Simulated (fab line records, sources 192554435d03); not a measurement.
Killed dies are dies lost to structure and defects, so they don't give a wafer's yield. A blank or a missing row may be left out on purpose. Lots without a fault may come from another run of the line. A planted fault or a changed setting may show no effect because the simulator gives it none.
Chamber matching | flow n5_finfet | N5_BEOL_M5_CURE_79 on uv_cure-01: 3 sister chambers
The step cures SiCOH lowk, time 240 s. 18 wafers are shown with their chamber, then 9 later ones without.

WAFERS WITH THEIR CHAMBER
wafer  | chamber | wafer_temp_C_max | lamp_power_pct (%)
L075.2 | 1       | 387.8            | 52.27
L075.4 | 1       | 387.3            | 52.31
L075.6 | 1       | 387.3            | 52.25
L074.3 | 2       | 387.2            | 52.25
L074.5 | 2       | 386.7            | 52.38
L074.6 | 2       | 387.7            | 52.24
L076.1 | 2       | 387.2            | 52.32
L076.4 | 2       | 387.6            | 52.31
L076.5 | 2       | 387.2            | 52.29
L077.1 | 1       | 387.8            | 52.34
L077.4 | 1       | 387.3            | 52.28
L077.6 | 1       | 386.9            | 52.30
L082.3 | 1       | 387.2            | 52.42
L082.4 | 1       | 387.3            | 52.28
L082.6 | 1       | 386.7            | 52.32
L084.2 | 0       | 386.6            | 52.33
L084.3 | 0       | 386.8            | 52.23
L084.4 | 0       | 386.6            | 52.40

SIGNATURES (means of the wafers above)
reading          | chamber 0 | chamber 1 | chamber 2 | scatter within a chamber
wafer_temp_C_max | 386.667   | 387.289   | 387.267   | 0.336
lamp_power_pct   | 52.3200   | 52.3078   | 52.2983   | 0.0565
Rule: a wafer's distance from a chamber is the root of the sum, over the readings, of the square of ((its reading less the chamber's mean) divided by the reading's scatter). The wafer belongs to the nearest chamber; if the next one is less than 2 further off, it can't be placed. The scatter: the root of (the sum of the squares of (reading less its chamber's mean) over the shown wafers, divided by (wafers less chambers)).

WAFERS WITHOUT THEIR CHAMBER
wafer  | wafer_temp_C_max | lamp_power_pct (%)
L089.1 | 386.7            | 52.34
L089.5 | 387.4            | 52.23
L089.6 | 387.9            | 52.25
L090.3 | 387.0            | 52.29
L090.4 | 387.1            | 52.37
L090.6 | 387.3            | 52.30
L096.1 | 387.2            | 52.35
L096.4 | 386.7            | 52.32
L096.5 | 387.0            | 52.29

WHICH CHAMBER EACH WENT THROUGH
wafer  | from the rows above          | in truth
L089.1 | can't be placed: 0 or 2 or 1 | 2
L089.5 | can't be placed: 2 or 1 or 0 | 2
L089.6 | can't be placed: 2 or 1 or 0 | 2
L090.3 | can't be placed: 2 or 1 or 0 | 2
L090.4 | can't be placed: 1 or 2 or 0 | 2
L090.6 | can't be placed: 2 or 1 or 0 | 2
L096.1 | can't be placed: 1 or 2 or 0 | 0
L096.4 | can't be placed: 0 or 2 or 1 | 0
L096.5 | can't be placed: 2 or 1 or 0 | 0
Placed correctly: 0 of 9. Can't be placed from these rows: 9 (the true chamber is among the candidates in 9). Placed wrongly: 0.
